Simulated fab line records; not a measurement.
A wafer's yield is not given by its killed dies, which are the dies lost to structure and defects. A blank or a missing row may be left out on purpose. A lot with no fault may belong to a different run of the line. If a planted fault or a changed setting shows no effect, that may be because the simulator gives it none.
Which of the tools did it? + flow nand-harc + 72 wafers from 24 lots sampled at 5 of the route's 1302 steps

## WHAT THE GAUGES SHOWED, per wafer
NHARC_P_M1_THK_MEAS_24: measures by xrf. Usual: thk-nm 158.2 nm, standard deviation 1.8.
| lot  | measured     | on            | thk-nm (nm)       | flag |
|------|--------------|---------------|-------------------|------|
| L074 | day 6 15:53  | film-metro-01 | 157.9 158.1 155.3 |      |
| L075 | day 6 16:27  | film-metro-01 | 158.8 158.4 159.3 |      |
| L076 | day 7 08:22  | film-metro-02 | 157.3 154.8 156.0 |      |
| L077 | day 7 09:55  | film-metro-02 | 157.2 157.6 155.5 |      |
| L078 | day 8 02:39  | film-metro-02 | 156.8 157.2 161.4 |      |
| L079 | day 8 11:08  | film-metro-02 | 159.6 156.6 158.2 |      |
| L080 | day 9 06:23  | film-metro-02 | 158.2 157.7 155.4 |      |
| L081 | day 9 07:24  | film-metro-02 | 157.2 157.6 156.4 |      |
| L082 | day 9 20:10  | film-metro-02 | 159.8 159.0 156.9 |      |
| L083 | day 10 00:47 | film-metro-01 | 158.2 156.5 159.6 |      |
| L084 | day 10 08:56 | film-metro-01 | 159.0 163.0 159.4 |      |
| L085 | day 10 19:58 | film-metro-01 | 157.9 158.8 157.9 |      |
| L086 | day 11 02:38 | film-metro-02 | 161.4 159.9 161.0 |      |
| L087 | day 11 20:21 | film-metro-01 | 156.9 160.8 161.1 |      |
| L088 | day 12 09:22 | film-metro-02 | 159.2 157.5 159.9 |      |
| L089 | day 12 10:31 | film-metro-01 | 155.9 154.5 155.6 |      |
| L090 | day 13 00:58 | film-metro-02 | 158.9 157.7 156.5 |      |
| L091 | day 13 05:31 | film-metro-01 | 156.2 159.0 159.7 |      |
| L092 | day 13 21:23 | film-metro-01 | 157.6 158.6 156.3 |      |
| L093 | day 14 05:07 | film-metro-01 | 159.3 159.5 158.5 |      |
| L094 | day 14 17:34 | film-metro-02 | 155.8 155.6 160.0 |      |
| L095 | day 15 16:04 | film-metro-02 | 155.1 158.3 158.0 |      |
| L096 | day 15 18:22 | film-metro-01 | 158.3 155.3 158.9 |      |
| L097 | day 16 04:02 | film-metro-01 | 161.9 159.2 155.6 |      |

NHARC_P_M2_CD_MEAS_16. Usual: cd-nm 170.3 nm, standard deviation 1.1.
| lot  | measured     | on        | cd-nm (nm)        | flag |
|------|--------------|-----------|-------------------|------|
| L074 | day 6 17:55  | cd-sem-01 | 169.7 170.9 171.8 |      |
| L075 | day 6 18:32  | cd-sem-03 | 172.0 170.5 170.5 |      |
| L076 | day 7 10:17  | cd-sem-01 | 170.6 170.6 168.8 |      |
| L077 | day 7 11:58  | cd-sem-02 | 170.5 169.9 171.1 |      |
| L078 | day 8 04:37  | cd-sem-02 | 170.7 171.5 170.8 |      |
| L079 | day 8 13:04  | cd-sem-03 | 170.7 169.5 171.3 |      |
| L080 | day 9 08:25  | cd-sem-02 | 168.4 168.2 167.7 |      |
| L081 | day 9 09:21  | cd-sem-01 | 169.0 170.4 172.4 |      |
| L082 | day 9 22:23  | cd-sem-02 | 171.2 170.8 169.8 |      |
| L083 | day 10 02:49 | cd-sem-02 | 169.4 170.3 171.6 |      |
| L084 | day 10 10:59 | cd-sem-01 | 168.6 170.1 170.5 |      |
| L085 | day 10 22:01 | cd-sem-02 | 170.7 169.5 167.3 |      |
| L086 | day 11 04:41 | cd-sem-02 | 171.4 170.9 170.8 |      |
| L087 | day 11 22:24 | cd-sem-03 | 169.7 171.7 169.2 |      |
| L088 | day 12 11:23 | cd-sem-01 | 170.6 170.6 171.2 |      |
| L089 | day 12 12:32 | cd-sem-03 | 168.6 169.8 170.4 |      |
| L090 | day 13 02:53 | cd-sem-02 | 170.4 169.8 168.8 |      |
| L091 | day 13 07:34 | cd-sem-01 | 170.7 169.8 171.4 |      |
| L092 | day 13 23:35 | cd-sem-03 | 170.9 167.5 170.2 |      |
| L093 | day 14 07:09 | cd-sem-03 | 170.6 171.8 168.9 |      |
| L094 | day 14 19:37 | cd-sem-02 | 171.1 172.3 172.0 |      |
| L095 | day 15 18:06 | cd-sem-01 | 171.9 169.3 169.6 |      |
| L096 | day 15 20:25 | cd-sem-02 | 171.9 171.9 171.4 |      |
| L097 | day 16 06:07 | cd-sem-01 | 170.2 170.5 170.4 |      |

NHARC_P_M2_THK_MEAS_24: measures by xrf. Usual: thk-nm 144.3 nm, standard deviation 2.
| lot  | measured     | on            | thk-nm (nm)       | flag |
|------|--------------|---------------|-------------------|------|
| L074 | day 6 20:04  | film-metro-01 | 144.4 143.1 144.1 |      |
| L075 | day 6 20:38  | film-metro-01 | 141.5 146.6 144.6 |      |
| L076 | day 7 12:22  | film-metro-02 | 144.6 142.3 146.0 |      |
| L077 | day 7 14:04  | film-metro-01 | 142.6 145.7 144.2 |      |
| L078 | day 8 07:04  | film-metro-02 | 142.0 145.1 142.8 |      |
| L079 | day 8 15:11  | film-metro-01 | 143.3 145.5 144.4 |      |
| L080 | day 9 11:56  | film-metro-02 | 142.0 145.2 147.5 |      |
| L081 | day 9 11:56  | film-metro-01 | 143.6 142.2 142.2 |      |
| L082 | day 10 01:04 | film-metro-01 | 141.5 144.1 141.6 |      |
| L083 | day 10 04:56 | film-metro-01 | 143.6 145.4 144.4 |      |
| L084 | day 10 13:07 | film-metro-02 | 147.3 144.9 141.8 |      |
| L085 | day 11 00:07 | film-metro-02 | 145.6 147.9 145.4 |      |
| L086 | day 11 06:47 | film-metro-01 | 143.0 143.3 143.4 |      |
| L087 | day 12 00:31 | film-metro-02 | 145.3 147.2 145.9 |      |
| L088 | day 12 13:33 | film-metro-01 | 140.4 143.9 143.4 |      |
| L089 | day 12 14:39 | film-metro-01 | 143.3 141.9 143.6 |      |
| L090 | day 13 05:01 | film-metro-01 | 143.9 147.2 148.9 |      |
| L091 | day 13 09:50 | film-metro-01 | 144.2 144.8 145.8 |      |
| L092 | day 14 01:43 | film-metro-02 | 144.6 144.4 145.8 |      |
| L093 | day 14 09:20 | film-metro-01 | 144.0 143.6 143.3 |      |
| L094 | day 14 21:47 | film-metro-01 | 141.3 142.9 142.2 |      |
| L095 | day 15 20:14 | film-metro-01 | 148.9 146.9 144.0 |      |
| L096 | day 15 22:34 | film-metro-02 | 141.8 146.6 144.4 |      |
| L097 | day 16 08:14 | film-metro-01 | 144.4 146.3 146.6 |      |

## TOOL THAT RAN EACH LOT (tool first, then ch and the chambers of the sampled wafers, then the start)
| lot  | NHARC_P_M1_DEGAS_29          | NHARC_P_M2_PVD_20                       |
|------|------------------------------|-----------------------------------------|
| L074 | pvd-sputter-02, day 6 14:30  | pvd-sputter-03, day 6 20:04 or earlier  |
| L075 | pvd-sputter-03, day 6 15:02  | pvd-sputter-01, day 6 20:38 or earlier  |
| L076 | pvd-sputter-01, day 7 06:58  | pvd-sputter-01, day 7 12:22 or earlier  |
| L077 | pvd-sputter-02, day 7 08:31  | pvd-sputter-02, day 7 14:04 or earlier  |
| L078 | pvd-sputter-03, day 8 01:14  | pvd-sputter-02, day 8 07:04 or earlier  |
| L079 | pvd-sputter-02, day 8 09:44  | pvd-sputter-01, day 8 15:11 or earlier  |
| L080 | pvd-sputter-02, day 9 04:59  | pvd-sputter-03, day 9 11:56 or earlier  |
| L081 | pvd-sputter-01, day 9 05:59  | pvd-sputter-03, day 9 11:56 or earlier  |
| L082 | pvd-sputter-02, day 9 18:35  | pvd-sputter-02, day 10 01:04 or earlier |
| L083 | pvd-sputter-02, day 9 22:58  | pvd-sputter-02, day 10 04:56 or earlier |
| L084 | pvd-sputter-01, day 10 07:32 | pvd-sputter-03, day 10 13:07 or earlier |
| L085 | pvd-sputter-02, day 10 18:35 | pvd-sputter-03, day 11 00:07 or earlier |
| L086 | pvd-sputter-03, day 11 01:15 | pvd-sputter-03, day 11 06:47 or earlier |
| L087 | pvd-sputter-01, day 11 18:56 | pvd-sputter-02, day 12 00:31 or earlier |
| L088 | pvd-sputter-02, day 12 07:58 | pvd-sputter-02, day 12 13:33 or earlier |
| L089 | pvd-sputter-01, day 12 09:07 | pvd-sputter-03, day 12 14:39 or earlier |
| L090 | pvd-sputter-03, day 12 23:33 | pvd-sputter-03, day 13 05:01 or earlier |
| L091 | pvd-sputter-01, day 13 04:07 | pvd-sputter-01, day 13 09:50 or earlier |
| L092 | pvd-sputter-03, day 13 19:58 | pvd-sputter-02, day 14 01:43 or earlier |
| L093 | pvd-sputter-02, day 14 03:44 | pvd-sputter-02, day 14 09:20 or earlier |
| L094 | pvd-sputter-01, day 14 16:10 | pvd-sputter-01, day 14 21:47 or earlier |
| L095 | pvd-sputter-03, day 15 14:37 | pvd-sputter-03, day 15 20:14 or earlier |
| L096 | pvd-sputter-03, day 15 16:51 | pvd-sputter-03, day 15 22:34 or earlier |
| L097 | pvd-sputter-03, day 16 02:20 | pvd-sputter-01, day 16 08:14 or earlier |
- NHARC_P_M1_DEGAS_29: time 60 s.
- NHARC_P_M2_PVD_20: deposits TaN, target thk 5 nm, time 8.06 s.

## AS READ BY THE TOOLS THEMSELVES (means over the sampled wafers that have a number; for cases with no such wafer, the mark the record gives instead)
NHARC_P_M1_DEGAS_29. Usual: heater-power-w 335 W, standard deviation 30.
| lot  | tool           | heater-power-w (W) | flag |
|------|----------------|--------------------|------|
| L074 | pvd-sputter-02 | 333                |      |
| L075 | pvd-sputter-03 | 320                |      |
| L076 | pvd-sputter-01 | 359                |      |
| L077 | pvd-sputter-02 | 303                |      |
| L078 | pvd-sputter-03 | 324                |      |
| L079 | pvd-sputter-02 | 307                |      |
| L080 | pvd-sputter-02 | 305                |      |
| L081 | pvd-sputter-01 | 360                |      |
| L082 | pvd-sputter-02 | 293                |      |
| L083 | pvd-sputter-02 | 319                |      |
| L084 | pvd-sputter-01 | 347                |      |
| L085 | pvd-sputter-02 | 306                |      |
| L086 | pvd-sputter-03 | 337                |      |
| L087 | pvd-sputter-01 | 376                |      |
| L088 | pvd-sputter-02 | 306                |      |
| L089 | pvd-sputter-01 | 343                |      |
| L090 | pvd-sputter-03 | 329                |      |
| L091 | pvd-sputter-01 | 344                |      |
| L092 | pvd-sputter-03 | 332                |      |
| L093 | pvd-sputter-02 | 322                |      |
| L094 | pvd-sputter-01 | 335                |      |
| L095 | pvd-sputter-03 | 335                |      |
| L096 | pvd-sputter-03 | 335                |      |
| L097 | pvd-sputter-03 | 336                |      |

NHARC_P_M2_PVD_20. Usual: bias-v 168.6 V, standard deviation 1.7; throttle-valve-pct 29.9 %, standard deviation 0.82.
| lot  | tool           | bias-v (V) | throttle-valve-pct (%) | flag |
|------|----------------|------------|------------------------|------|
| L074 | pvd-sputter-03 | 168.3      | 29.8                   |      |
| L075 | pvd-sputter-01 | 169.4      | 29.7                   |      |
| L076 | pvd-sputter-01 | 169.0      | 31.2                   |      |
| L077 | pvd-sputter-02 | 167.8      | 29.9                   |      |
| L078 | pvd-sputter-02 | 169.4      | 29.9                   |      |
| L079 | pvd-sputter-01 | 167.8      | 30.0                   |      |
| L080 | pvd-sputter-03 | 168.5      | 29.8                   |      |
| L081 | pvd-sputter-03 | 168.4      | 30.1                   |      |
| L082 | pvd-sputter-02 | 167.6      | 30.0                   |      |
| L083 | pvd-sputter-02 | 168.1      | 30.3                   |      |
| L084 | pvd-sputter-03 | 168.1      | 29.6                   |      |
| L085 | pvd-sputter-03 | 168.3      | 30.3                   |      |
| L086 | pvd-sputter-03 | 171.3      | 29.8                   |      |
| L087 | pvd-sputter-02 | 169.2      | 30.1                   |      |
| L088 | pvd-sputter-02 | 169.1      | 30.1                   |      |
| L089 | pvd-sputter-03 | 170.5      | 30.3                   |      |
| L090 | pvd-sputter-03 | 167.6      | 30.2                   |      |
| L091 | pvd-sputter-01 | 170.2      | 30.2                   |      |
| L092 | pvd-sputter-02 | 169.8      | 29.5                   |      |
| L093 | pvd-sputter-02 | 168.2      | 29.4                   |      |
| L094 | pvd-sputter-01 | 169.3      | 28.9                   |      |
| L095 | pvd-sputter-03 | 167.2      | 29.7                   |      |
| L096 | pvd-sputter-03 | 168.0      | 29.8                   |      |
| L097 | pvd-sputter-01 | 168.9      | 29.9                   |      |

## THE ANSWER, worked out from the rows above alone
Rule: a lot counts as off when the mean over its wafers that have a number is more than 3 standard deviations away from the usual mean. Also off: a lot with no number at a reading for which 4 or more lots have one. The other lots that the step has rows for count as sound. The gauges are gone through in route order, then the tools' own readings, and for those a lot's mean is taken as printed above. The first step at which some lot is off is used, and at that step the reading that is off furthest; a lot without a number counts as furthest.
Nothing can be told from this: no lot is off at any reading shown.

## WHAT HAD BEEN PUT IN BY THE SIMULATOR
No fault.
